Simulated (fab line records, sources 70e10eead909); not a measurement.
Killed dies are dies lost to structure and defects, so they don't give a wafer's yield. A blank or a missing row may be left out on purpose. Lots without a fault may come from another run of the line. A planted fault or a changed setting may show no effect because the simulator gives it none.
Which tool did it? | flow nand_harc | 24 lots, 72 wafers sampled, at 1 step of a route of 1159

WHAT THE GAUGES READ, wafer by wafer
NHARC_A_SLIT_OVL_MEAS_10. Usual: overlay_x_nm -0.2 nm, standard deviation 0.75; overlay_y_nm 0.1 nm, standard deviation 1.1.
lot  | measured     | on         | overlay_x_nm (nm) | overlay_y_nm (nm) | flag
L074 | day 14 14:48 | overlay-01 | 0.0 -0.3 -0.6     | -1.0 -0.7 -0.2    |
L075 | day 14 15:10 | overlay-01 | -0.5 -0.6 -0.5    | 1.3 0.9 1.0       |
L078 | day 14 23:30 | overlay-02 | -0.9 0.0 -0.9     | 2.3 2.0 2.0       |
L077 | day 15 00:25 | overlay-02 | 1.2 0.7 0.8       | 0.7 1.0 0.4       |
L079 | day 15 12:07 | overlay-02 | -0.8 -0.4 -0.2    | 1.7 1.4 1.9       |
L076 | day 15 13:41 | overlay-02 | 0.3 0.3 -0.5      | -1.4 -1.2 -2.1    |
L081 | day 16 07:13 | overlay-02 | -0.6 -0.7 -0.5    | 1.7 1.9 1.7       |
L084 | day 16 07:26 | overlay-01 | 0.8 1.0 1.0       | -0.7 -0.8 -0.4    |
L080 | day 16 07:42 | overlay-01 | 0.7 0.7 0.9       | -1.2 -1.3 -0.9    |
L083 | day 16 11:11 | overlay-01 | -1.8 -1.7 -1.3    | 1.2 1.3 1.0       |
L082 | day 16 11:28 | overlay-01 | 0.1 0.0 0.2       | -0.5 0.0 -0.4     |
L088 | day 17 12:19 | overlay-02 | 0.2 -0.3 0.5      | -1.0 -0.9 -1.0    |
L087 | day 17 12:37 | overlay-01 | -1.2 -1.2 -1.3    | -0.9 -1.5 -1.5    |
L086 | day 18 01:28 | overlay-01 | 0.1 0.0 0.4       | 0.5 0.2 0.0       |
L085 | day 18 02:30 | overlay-02 | 0.0 -0.5 -0.8     | -1.5 -1.6 -1.8    |
L090 | day 18 09:52 | overlay-01 | -0.3 -0.6 -0.9    | -0.4 -0.4 -0.7    |
L092 | day 18 10:12 | overlay-02 | 0.6 0.0 0.5       | 1.1 1.5 1.2       |
L091 | day 18 12:08 | overlay-02 | -1.8 -1.4 -1.2    | -0.1 -0.4 -0.5    |
L089 | day 18 13:44 | overlay-01 | 1.2 1.0 1.0       | 0.6 0.4 0.4       |
L095 | day 19 07:47 | overlay-02 | -0.1 0.7 -0.1     | -0.7 0.0 -0.5     |
L094 | day 19 08:31 | overlay-01 | -1.5 -1.3 -1.5    | -0.4 -0.7 -0.8    |
L096 | day 19 08:40 | overlay-02 | -1.0 -0.6 -0.7    | -0.3 -0.5 -0.2    |
L093 | day 19 09:38 | overlay-01 | 0.5 0.2 0.8       | 0.8 1.0 0.9       |
L097 | day 20 05:05 | overlay-02 | -0.1 -0.1 0.1     | 1.2 0.1 0.1       |

WHICH TOOL RAN EACH LOT (tool, then ch and the chambers of the sampled wafers, then the start)
The record holds no process step before these readings.

WHAT THE TOOLS THEMSELVES READ (means of the sampled wafers that have a number; where no wafer has one, the mark that the record gives instead)
The record holds no such reading with a usual standard deviation.

THE ANSWER, worked out from the rows above alone
Rule: a lot is off if the mean of its wafers that have a number lies more than 3 standard deviations from the usual mean. A lot without any number at a reading at which 4 lots or more have one is off too. The other lots that the step has rows for count as sound. The gauges are gone through in route order, then the tools' own readings, and for those a lot's mean is taken as printed above. The first step at which some lot is off is used, and at that step the reading that is off furthest; a lot without a number counts as furthest.
No lot is off at any reading shown: from this, nothing can be told.

WHAT THE SIMULATOR HAD PUT IN
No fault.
